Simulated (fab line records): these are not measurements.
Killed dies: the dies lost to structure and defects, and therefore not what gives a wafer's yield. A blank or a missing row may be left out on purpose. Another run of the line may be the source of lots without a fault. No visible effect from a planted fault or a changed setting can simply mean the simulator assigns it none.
fab line records	flow n5_finfet	part 1 of 2: steps 1 to 24 of 33
record: lots: 5	wafers: 15	last_day: 19
route steps=1938 shown BEOL_M13@1680
lots that met no fault: from a run of the same line without faults
start_h: hours from the record's first day to the start of the lot's first wafer shown	wait_h: hours elapsed since this lot's preceding step	" unchanged from the row above	L1.1+2: several wafers, shown together as one row	- value missing, or start not given	* or withheld: withheld	< > ~ a bound
route shown NAME@n: NAME is a module with steps in the file, n the number in the route of the first one	usual: mean and standard deviation over wafers with no fault	same: alike in all rows	chamber/n: place in a boat	sites: each site's reading	_std_site: standard deviation across them	_edge_site: the outer-site mean with the inner-site mean subtracted	radius_mm: how far each site lies from the wafer's centre	mask NAME#n: copy n	behind: the last tool/chamber to shape the wafer	hold: reason for holding the lot/hours on hold/outcome of the hold	device: which transistor (n, p or np) failed to switch	end of line: at the end of the route, the tests of the same wafers	where a step has no rows: the recipe by itself	killed: at the first sort, the dies lost to defects and structure; wafer yield is something else	map: per-die view of a wafer (x killed, . not killed, _ where there is no die)
set.NAME: the setting as run; set.NAME@STEP: as run at that earlier step	model.NAME: the simulator's own value behind a step, which no gauge read
lots seen at some steps along the route; tables by step, rows by wafer
services: the hour from which a tool's chamber was out of use, counted from the record's first day as start_h (under 0 if before that day), plus the number of hours and why
== steps ==
step: N5_BEOL_M13_COAT_65
recipe: resist: SOC	temp_c: 250	time_s: 60	spin_rpm: 1500	resist_thk_nm: 350
lot.wafer	tool	chamber	start_h	wait_h
L074.3+4+5	litho_track-05	0	238.94	0.0
L079.2+5+6	litho_track-04	0	276.43	0.0
L083.2+3+6	litho_track-04	0	312.39	0.0
L088.2+4+6	litho_track-01	0	356.69	0.0
L097.1+3+5	litho_track-04	0	412.95	0.0
step: N5_BEOL_M13_COAT_66
recipe: resist: SiARC	temp_c: 220	time_s: 60	spin_rpm: 1500	resist_thk_nm: 110
lot.wafer	tool	chamber	start_h	wait_h
L074.3+4+5	litho_track-05	0	-	-
L079.2+5+6	litho_track-04	0	-	-
L083.2+3+6	litho_track-04	0	-	-
L088.2+4+6	litho_track-01	0	-	-
L097.1+3+5	litho_track-04	0	-	-
step: N5_BEOL_M13_COAT_22
recipe: spin_rpm: 2888	resist_thk_nm: 300
lot.wafer	tool	chamber	start_h	wait_h
L074.3+4+5	litho_track-05	0	-	-
L079.2+5+6	litho_track-04	0	-	-
L083.2+3+6	litho_track-04	0	-	-
L088.2+4+6	litho_track-01	0	-	-
L097.1+3+5	litho_track-04	0	-	-
step: N5_BEOL_M13_EBR_24
recipe: solvent: PGMEA	ebr_width_mm: 1.5
lot.wafer	tool	chamber	start_h	wait_h
L074.3+4+5	litho_track-05	0	-	-
L079.2+5+6	litho_track-04	0	-	-
L083.2+3+6	litho_track-04	0	-	-
L088.2+4+6	litho_track-01	0	-	-
L097.1+3+5	litho_track-04	0	-	-
step: N5_BEOL_M13_SOFTBAKE_23
recipe: temp_c: 130	time_s: 60
lot.wafer	tool	chamber	start_h	wait_h
L074.3+4+5	litho_track-05	0	-	-
L079.2+5+6	litho_track-04	0	-	-
L083.2+3+6	litho_track-04	0	-	-
L088.2+4+6	litho_track-01	0	-	-
L097.1+3+5	litho_track-04	0	-	-
step: N5_BEOL_M13_EXPOSE_25
recipe: mask_id: M13	na: 0.93	source_shape: conventional	sigma_outer: 0.4	polarization: unpolarized	target_cd_nm: 210	dose_mj: 22
same: sigma_outer: 0.4
lot.wafer	tool	chamber	start_h	wait_h	mask
L074.3+4+5	krf_scanner-02	0	239.19	-	M13#0
L079.2+5+6	krf_scanner-02	0	276.68	-	M13#0
L083.2+3+6	krf_scanner-02	0	312.52	-	M13#0
L088.2+4+6	krf_scanner-02	0	356.94	-	M13#0
L097.1+3+5	krf_scanner-02	0	413.07	-	M13#0
step: N5_BEOL_M13_PEB_26
recipe: peb_temp_c: 130	peb_time_s: 90
lot.wafer	tool	chamber	start_h	wait_h
L074.3+4+5	litho_track-04	0	239.24	0.0
L079.2+5+6	litho_track-01	0	276.73	0.0
L083.2+3+6	litho_track-05	0	312.57	0.0
L088.2+4+6	litho_track-01	0	356.99	0.0
L097.1+3+5	litho_track-04	0	413.12	0.1
step: N5_BEOL_M13_DEVELOP_27
recipe: develop_time_s: 45	rinse_liquid: diw	dry: air_spin	dev_temp_c: 21
lot.wafer	tool	chamber	start_h	wait_h
L074.3+4+5	litho_track-04	0	-	-
L079.2+5+6	litho_track-01	0	-	-
L083.2+3+6	litho_track-05	0	-	-
L088.2+4+6	litho_track-01	0	-	-
L097.1+3+5	litho_track-04	0	-	-
step: N5_BEOL_M13_HARDBAKE_32
recipe: temp_c: 130	time_s: 120
lot.wafer	tool	chamber	start_h	wait_h
L074.3+4+5	litho_track-04	0	-	-
L079.2+5+6	litho_track-01	0	-	-
L083.2+3+6	litho_track-05	0	-	-
L088.2+4+6	litho_track-01	0	-	-
L097.1+3+5	litho_track-04	0	-	-
step: N5_BEOL_M13_CD_MEAS_28
recipe: target_cd_nm: 209.5	landing_energy_ev: 500	detector: se_inlens
usual: cd_nm: 209.9/1.2
lot.wafer	tool	chamber	start_h	wait_h	cd_nm
L074.3	cd_sem-02	0	239.36	-	210.7
L074.4	"	0	"	"	211.7
L074.5	"	0	"	"	212.9
L079.2	cd_sem-03	0	276.85	-	209.6
L079.5	"	0	"	"	209.2
L079.6	"	0	"	"	208.7
L083.2	cd_sem-01	0	312.69	-	208.3
L083.3	"	0	"	"	209.4
L083.6	"	0	"	"	208.6
L088.2	cd_sem-02	0	357.11	-	210.5
L088.4	"	0	"	"	210.3
L088.6	"	0	"	"	210.2
L097.1	cd_sem-03	0	413.24	-	206.8
L097.3	"	0	"	"	210.6
L097.5	"	0	"	"	209.5
step: N5_BEOL_M13_OVL_MEAS_29
recipe: points_per_wafer: 44
usual: M13_OVL: 1/6.1
lot.wafer	tool	chamber	start_h	wait_h	M13_OVL[nm]
L074.3	overlay-02	0	239.38	0.0	6
L074.4	"	0	"	"	9
L074.5	"	0	"	"	2
L079.2	overlay-01	0	276.88	0.0	-7
L079.5	"	0	"	"	0
L079.6	"	0	"	"	-9
L083.2	overlay-01	0	312.72	0.0	3
L083.3	"	0	"	"	10
L083.6	"	0	"	"	-3
L088.2	overlay-01	0	357.14	0.0	8
L088.4	"	0	"	"	-1
L088.6	"	0	"	"	6
L097.1	overlay-02	0	413.27	0.0	-3
L097.3	"	0	"	"	0
L097.5	"	0	"	"	-3
step: N5_BEOL_M13_INSPECT_30
recipe: mode: adi	inspect_instrument: macro
usual: raw_defect_count: 2.1/1.5
lot.wafer	tool	chamber	start_h	wait_h	raw_defect_count
L074.3	defect_inspect-02	-	239.41	0.0	2
L074.4	"	-	"	"	3
L074.5	"	-	"	"	3
L079.2	defect_inspect-01	-	276.90	0.0	1
L079.5	"	-	"	"	2
L079.6	"	-	"	"	0
L083.2	defect_inspect-01	-	312.74	0.0	2
L083.3	"	-	"	"	4
L083.6	"	-	"	"	0
L088.2	defect_inspect-01	-	357.16	0.0	5
L088.4	"	-	"	"	1
L088.6	"	-	"	"	1
L097.1	defect_inspect-02	-	413.29	0.0	1
L097.3	"	-	"	"	2
L097.5	"	-	"	"	2
step: N5_BEOL_M13_DESCUM_33
recipe: chemistry: O2	time_s: 7.9	source_power_w: 50	bias_power_w: 20	pressure_mtorr: 20	rf_frequency_hz: 2.712e+07	temp_c: 40	o2_flow_sccm: 225
usual: chamber_pressure_mTorr: 20.002/0.016	drypump_motor_current_A: 6.1/0.49	oes_product_au: 0.79/0.1	rf_vpp_V: 243.0/1.4	showerhead_plenum_p_Torr: 2.09/0.075	throttle_valve_pct: 20.41/0.26
lot.wafer	tool	chamber	start_h	wait_h	chamber_pressure_mTorr	drypump_motor_current_A	oes_product_au	rf_hours_counter_h	rf_vpp_V	showerhead_plenum_p_Torr	throttle_valve_pct
L074.3	rie_diel-02	3	239.44	0.0	19.997	6.5	0.76	127	242.3	2.01	20.67
L074.4	"	1	"	"	20.011	5.7	0.70	191	243.6	2.17	20.50
L074.5	"	2	"	"	20.010	5.9	0.68	-	243.7	2.06	20.48
L079.2	rie_diel-05	3	276.93	0.0	19.991	5.2	0.71	224	243.1	2.07	20.48
L079.5	"	3	"	"	19.976	5.2	0.71	-	243.1	2.07	20.48
L079.6	"	0	"	"	19.994	6.0	0.88	-	243.9	2.13	19.97
L083.2	rie_diel-06	0	312.85	0.1	19.999	6.4	0.87	68	241.6	2.13	20.24
L083.3	"	3	"	"	19.977	5.5	0.70	203	244.3	2.17	20.73
L083.6	"	3	"	"	19.998	5.6	0.69	-	245.0	2.17	20.70
L088.2	rie_diel-05	2	357.31	0.1	19.980	6.8	0.90	26	241.9	2.06	20.16
L088.4	"	0	"	"	20.003	6.0	0.84	-	242.9	2.12	20.02
L088.6	"	1	"	"	20.003	5.8	0.66	-	240.1	1.96	20.68
L097.1	rie_diel-06	1	413.50	0.2	20.022	5.8	0.71	209	241.2	1.99	20.25
L097.3	"	2	"	"	20.006	6.7	0.93	20	243.3	2.24	20.44
L097.5	"	1	"	"	19.998	5.8	0.71	-	241.7	1.99	20.25
step: N5_BEOL_M13_ETCH_67
recipe: chemistry: CF4	target: SiARC	target_depth_a: 1430	time_s: 238.3	ion_energy_ev: 80	pressure_mtorr: 40	source_w: 545	bias_w: 36	Ar_flow_sccm: 100	cf4_flow_sccm: 100	ends: cleared
usual: chamber_pressure_mTorr: 40.00/0.039	drypump_motor_current_A: 6.1/0.49	etch_rf_on_time_s: 238/7.6	oes_product_au: 0.67/0.085	rf_vpp_V: 183.8/1.2	showerhead_plenum_p_Torr: 2.14/0.075	throttle_valve_pct: 15.59/0.25
lot.wafer	tool	chamber	start_h	wait_h	chamber_pressure_mTorr	drypump_motor_current_A	etch_rf_on_time_s	oes_product_au	rf_hours_counter_h	rf_vpp_V	showerhead_plenum_p_Torr	throttle_valve_pct
L074.3	rie_diel-02	3	239.48	0.0	40.03	6.6	241	0.66	127	183.3	2.05	15.72
L074.4	"	1	"	"	39.97	5.7	250	0.59	191	184.6	2.21	15.68
L074.5	"	2	"	"	40.01	5.8	232	0.59	-	184.5	2.11	15.80
L079.2	rie_diel-05	3	276.97	0.0	40.06	5.2	238	0.61	224	184.2	2.13	15.80
L079.5	"	3	"	"	40.02	5.2	238	0.61	-	183.2	2.13	15.82
L079.6	"	0	"	"	40.00	5.9	236	0.75	-	184.0	2.19	15.22
L083.2	rie_diel-06	0	312.89	0.0	39.96	6.5	234	0.73	68	186.2	2.18	15.42
L083.3	"	3	"	"	39.96	5.6	230	0.60	203	184.3	2.21	15.89
L083.6	"	3	"	"	39.96	5.5	229	0.61	-	186.0	2.22	15.88
L088.2	rie_diel-05	2	357.35	0.0	39.98	6.8	233	0.76	26	184.3	2.11	15.30
L088.4	"	0	"	"	39.98	6.0	234	0.72	-	185.6	2.18	15.25
L088.6	"	1	"	"	39.96	5.6	254	0.56	-	184.1	2.03	16.02
L097.1	rie_diel-06	1	413.53	0.0	39.99	5.8	247	0.60	209	183.2	2.04	15.47
L097.3	"	2	"	"	39.99	6.7	227	0.81	20	184.5	2.29	15.57
L097.5	"	1	"	"	40.06	5.8	243	0.60	-	181.1	2.04	15.47
step: N5_BEOL_M13_ETCH_68
recipe: chemistry: N2/H2	target: SOC	mask_material: SiARC	source_w: 3000	bias_w: 350	temp_c: 40	time_s: 355	ion_energy_ev: 200	pressure_mtorr: 30	n2_flow_sccm: 200	h2_flow_sccm: 200
usual: chamber_pressure_mTorr: 30.00/0.031	drypump_motor_current_A: 6.1/0.49	h2_flow_sccm: 199.9/0.59	oes_product_au: 0.78/0.1	rf_vpp_V: 523.6/2.6	showerhead_plenum_p_Torr: 2.53/0.085	throttle_valve_pct: 17.77/0.26
lot.wafer	tool	chamber	start_h	wait_h	chamber_pressure_mTorr	drypump_motor_current_A	h2_flow_sccm	oes_product_au	rf_hours_counter_h	rf_vpp_V	showerhead_plenum_p_Torr	throttle_valve_pct
L074.3	rie_diel-02	3	239.62	0.1	29.93	6.5	199.6	0.77	128	519.1	2.45	18.08
L074.4	"	1	"	"	29.99	5.7	200.3	0.70	191	526.2	2.63	17.86
L074.5	"	2	"	"	29.98	5.9	199.3	0.67	-	523.6	2.51	17.90
L079.2	rie_diel-05	3	277.12	0.1	30.03	5.2	199.4	0.71	224	523.7	2.50	17.86
L079.5	"	3	"	"	29.99	5.2	200.7	0.71	-	524.0	2.50	17.86
L079.6	"	0	"	"	29.96	6.0	200.9	0.87	-	524.5	2.59	17.34
L083.2	rie_diel-06	0	313.03	0.1	29.98	6.5	200.2	0.86	68	524.6	2.57	17.60
L083.3	"	3	"	"	30.02	5.6	199.5	0.70	203	525.6	2.62	17.96
L083.6	"	3	"	"	30.04	5.6	199.4	0.70	-	525.5	2.62	17.97
L088.2	rie_diel-05	2	357.49	0.1	30.04	6.8	200.9	0.90	27	520.9	2.51	17.42
L088.4	"	0	"	"	29.97	6.0	199.2	0.83	-	524.8	2.58	17.40
L088.6	"	1	"	"	30.02	5.7	200.3	0.67	-	519.1	2.41	18.23
L097.1	rie_diel-06	1	413.68	0.1	29.99	5.8	199.7	0.71	209	520.3	2.43	17.70
L097.3	"	2	"	"	30.01	6.7	199.2	0.94	20	529.0	2.71	17.66
L097.5	"	1	"	"	30.03	5.8	199.6	0.72	-	521.7	2.43	17.71
step: N5_BEOL_M13_STRIP_69
recipe: chemistry: N2/H2	temp_c: 40	n2_flow_sccm: 200	h2_flow_sccm: 200	rf_frequency_hz: 6e+07
lot.wafer	tool	chamber	start_h	wait_h
L074.3+4+5	rie_diel-02	3,1,2	239.83	0.1
L079.2+5+6	rie_diel-05	3,3,0	277.33	0.1
L083.2+3+6	rie_diel-06	0,3,3	313.25	0.1
L088.2+4+6	rie_diel-05	2,0,1	357.71	0.1
L097.1+3+5	rie_diel-06	1,2,1	413.89	0.1
step: N5_BEOL_M13_TRENCH_ETCH_34
recipe: chemistry: C4F8/O2/Ar	target: SiOC	target_depth_a: 4134.7	mask_material: SOC	pressure_mtorr: 30	source_w: 3000	bias_w: 700	Ar_flow_sccm: 400	C4F8_flow_sccm: 15	O2_flow_sccm: 8	he_inner_torr: 15	he_outer_torr: 30	time_s: 162.6	ion_energy_ev: 250
usual: chamber_pressure_mTorr: 30.003/0.027	drypump_motor_current_A: 6.1/0.49	oes_product_au: 0.78/0.1	rf_vpp_V: 665/3.3	showerhead_plenum_p_Torr: 3.41/0.12	throttle_valve_pct: 24.16/0.28
lot.wafer	tool	chamber	start_h	wait_h	chamber_pressure_mTorr	drypump_motor_current_A	oes_product_au	rf_hours_counter_h	rf_vpp_V	showerhead_plenum_p_Torr	throttle_valve_pct
L074.3	rie_diel-02	3	239.84	0.0	29.982	6.5	0.76	128	662	3.27	24.26
L074.4	"	1	"	"	30.046	5.7	0.69	191	667	3.52	24.17
L074.5	"	2	"	"	29.979	5.9	0.68	-	663	3.37	24.30
L079.2	rie_diel-05	3	277.34	0.0	29.964	5.2	0.70	224	663	3.41	24.40
L079.5	"	3	"	"	30.045	5.2	0.70	-	665	3.41	24.40
L079.6	"	0	"	"	30.000	5.9	0.86	-	667	3.46	23.68
L083.2	rie_diel-06	0	313.26	0.0	30.019	6.4	0.86	68	668	3.48	24.07
L083.3	"	3	"	"	29.986	5.6	0.69	203	668	3.53	24.44
L083.6	"	3	"	"	29.952	5.6	0.69	-	669	3.53	24.45
L088.2	rie_diel-05	2	357.72	0.0	29.994	6.7	0.90	27	663	3.36	23.86
L088.4	"	0	"	"	30.023	6.0	0.84	-	666	3.45	23.73
L088.6	"	1	"	"	29.987	5.7	0.67	-	660	3.25	24.61
L097.1	rie_diel-06	1	413.90	0.0	30.000	5.8	0.71	209	663	3.25	23.90
L097.3	"	2	"	"	30.028	6.8	0.94	20	673	3.64	24.24
L097.5	"	1	"	"	30.021	5.8	0.70	-	662	3.25	23.91
step: N5_BEOL_M13_STRIP_70
recipe: chemistry: C4F8/O2/Ar	resist: SiARC	rf_frequency_hz: 6e+07
lot.wafer	tool	chamber	start_h	wait_h
L074.3+4+5	rie_diel-02	3,1,2	239.98	0.1
L079.2+5+6	rie_diel-05	3,3,0	277.47	0.1
L083.2+3+6	rie_diel-06	0,3,3	313.39	0.1
L088.2+4+6	rie_diel-05	2,0,1	357.85	0.1
L097.1+3+5	rie_diel-06	1,2,1	414.04	0.1
step: N5_BEOL_M13_OCD_MEAS_35
usual: trench_depth_nm: 412/9.6
lot.wafer	tool	chamber	start_h	wait_h	trench_depth_nm
L074.3	ocd-02	-	240.02	0.0	407
L074.4	"	-	"	"	402
L074.5	"	-	"	"	411
L079.2	ocd-02	-	277.52	0.0	405
L079.5	"	-	"	"	405
L079.6	"	-	"	"	411
L083.2	ocd-01	-	313.44	0.0	431
L083.3	"	-	"	"	411
L083.6	"	-	"	"	410
L088.2	ocd-02	-	357.89	0.0	423
L088.4	"	-	"	"	418
L088.6	"	-	"	"	400
L097.1	ocd-01	-	414.08	0.0	404
L097.3	"	-	"	"	427
L097.5	"	-	"	"	405
step: N5_BEOL_M13_STRIP_37
recipe: chemistry: N2/H2	power_w: 1000	temp_c: 250	h2_frac: 0.65	overash_fraction: 0.3	pressure_mtorr: withheld	n2_flow_sccm: 1750	h2_flow_sccm: 3250
usual: drypump_motor_current_A: 6.1/0.58	h2_flow_sccm: 3252/10	heater_power_w: 344/26	oes_product_au: 0.784/0.012
lot.wafer	tool	chamber	start_h	wait_h	drypump_motor_current_A	h2_flow_sccm	heater_power_w	oes_product_au	rf_hours_counter_h
L074.3	plasma_asher-02	0	240.08	0.1	5.7	3250	362	0.780	-
L074.4	"	1	"	"	6.7	3244	348	0.776	-
L074.5	"	0	"	"	5.7	3252	368	0.799	-
L079.2	plasma_asher-01	1	277.56	0.0	6.6	3244	338	0.787	68
L079.5	"	1	"	"	6.6	3249	337	0.781	-
L079.6	"	0	"	"	5.3	3250	299	0.773	-
L083.2	plasma_asher-02	1	313.48	0.0	6.7	3257	351	0.790	142
L083.3	"	0	"	"	5.6	3245	374	0.791	-
L083.6	"	1	"	"	6.7	3242	346	0.812	-
L088.2	plasma_asher-02	0	357.93	0.0	5.6	3253	364	0.791	150
L088.4	"	0	"	"	5.7	3245	373	0.795	-
L088.6	"	1	"	"	6.7	3259	354	0.789	-
L097.1	plasma_asher-02	1	414.11	0.0	6.7	3242	350	0.765	159
L097.3	"	0	"	"	5.6	3258	362	0.789	-
L097.5	"	0	"	"	5.7	3260	370	0.772	-
step: N5_BEOL_M13_ETCH_38
recipe: chemistry: CF4/N2	target: SiCN	target_depth_a: 675	taper_deg: 2	time_s: 71.9	ion_energy_ev: 150	mask_material: SiO2	pressure_mtorr: 40	source_w: 430	bias_w: 70	Ar_flow_sccm: 100	cf4_flow_sccm: 60	n2_flow_sccm: 60
usual: chamber_pressure_mTorr: 40.00/0.036	drypump_motor_current_A: 6.0/0.49	oes_product_au: 0.78/0.099	rf_vpp_V: 382.0/1.7	showerhead_plenum_p_Torr: 2.19/0.06	throttle_valve_pct: 15.42/0.27
lot.wafer	tool	chamber	start_h	wait_h	chamber_pressure_mTorr	drypump_motor_current_A	oes_product_au	rf_hours_counter_h	rf_vpp_V	showerhead_plenum_p_Torr	throttle_valve_pct
L074.3	rie_diel-05	1	241.64	-	39.86	5.7	0.68	222	380.5	2.10	15.80
L074.4	"	0	"	"	39.97	6.0	0.90	25	383.8	2.25	15.00
L074.5	"	3	"	"	40.00	5.2	0.72	-	382.4	2.20	15.58
L079.2	rie_diel-02	3	277.70	-	39.97	6.6	0.76	139	380.9	2.11	15.58
L079.5	"	2	"	"	40.03	5.8	0.69	-	381.7	2.17	15.67
L079.6	"	3	"	"	39.96	6.5	0.75	-	381.2	2.11	15.59
L083.2	rie_diel-06	0	314.32	-	39.95	6.4	0.85	69	382.4	2.24	15.24
L083.3	"	1	"	"	39.98	5.8	0.73	179	380.1	2.11	15.25
L083.6	"	1	"	"	39.99	5.8	0.73	-	380.0	2.11	15.25
L088.2	rie_diel-05	1	359.12	-	39.98	5.7	0.65	255	380.0	2.09	15.88
L088.4	"	2	"	"	40.04	6.7	0.87	-	382.5	2.18	15.11
L088.6	"	0	"	"	39.99	6.0	0.83	-	383.4	2.24	15.07
L097.1	rie_diel-05	3	417.52	-	40.00	5.2	0.91	19	381.9	2.18	15.22
L097.3	"	2	"	"	39.95	6.7	0.87	39	379.8	2.17	15.13
L097.5	"	0	"	"	40.01	5.9	0.82	-	383.9	2.23	15.15
step: N5_BEOL_M13_PRECLEAN_39
recipe: chemistry: residue_remover	time_s: 60	temp_c: 40
lot.wafer	tool	chamber	start_h	wait_h
L074.3+4+5	wet_bench-04	3,4,0	241.78	0.1
L079.2+5+6	wet_bench-02	3,0,6	277.83	0.1
L083.2+3+6	wet_bench-04	3,7,5	314.45	0.1
L088.2+4+6	wet_bench-03	0,4,6	359.24	0.1
L097.1+3+5	wet_bench-03	2,5,1	417.64	0.1
step: N5_BEOL_M13_SRD_40
recipe: time_s: 30	temp_c: 23	rinse_liquid: diw	dry: n2_spin	spin_rpm: 1500	dry_time_s: 30
same: dry_time_s: 30
lot.wafer	tool	chamber	start_h	wait_h
L074.3+4+5	wet_bench-04	3,4,0	241.80	0.0
L079.2+5+6	wet_bench-02	3,0,6	277.85	0.0
L083.2+3+6	wet_bench-04	3,7,5	314.49	0.0
L088.2+4+6	wet_bench-03	0,4,6	359.26	0.0
L097.1+3+5	wet_bench-03	2,5,1	417.66	0.0
step: N5_BEOL_M13_DEGAS_41
recipe: ambient: vacuum	temp_c: 250	time_s: 60
usual: heater_power_w: 341/26	susceptor_temp_C: 250.01/0.18
lot.wafer	tool	chamber	start_h	wait_h	heater_power_w	susceptor_temp_C
L074.3	pvd_sputter-03	-	242.06	0.2	358	250.13
L074.4	"	-	"	"	335	249.89
L074.5	"	-	"	"	350	249.64
L079.2	pvd_sputter-02	-	278.02	0.1	402	249.93
L079.5	"	-	"	"	401	249.81
L079.6	"	-	"	"	350	250.19
L083.2	pvd_sputter-03	-	315.02	0.5	343	249.84
L083.3	"	-	"	"	325	249.68
L083.6	"	-	"	"	358	250.05
L088.2	pvd_sputter-02	-	359.59	0.3	335	250.22
L088.4	"	-	"	"	404	249.89
L088.6	"	-	"	"	321	250.06
L097.1	pvd_sputter-03	-	417.92	0.2	347	250.20
L097.3	"	-	"	"	330	249.79
L097.5	"	-	"	"	334	250.25
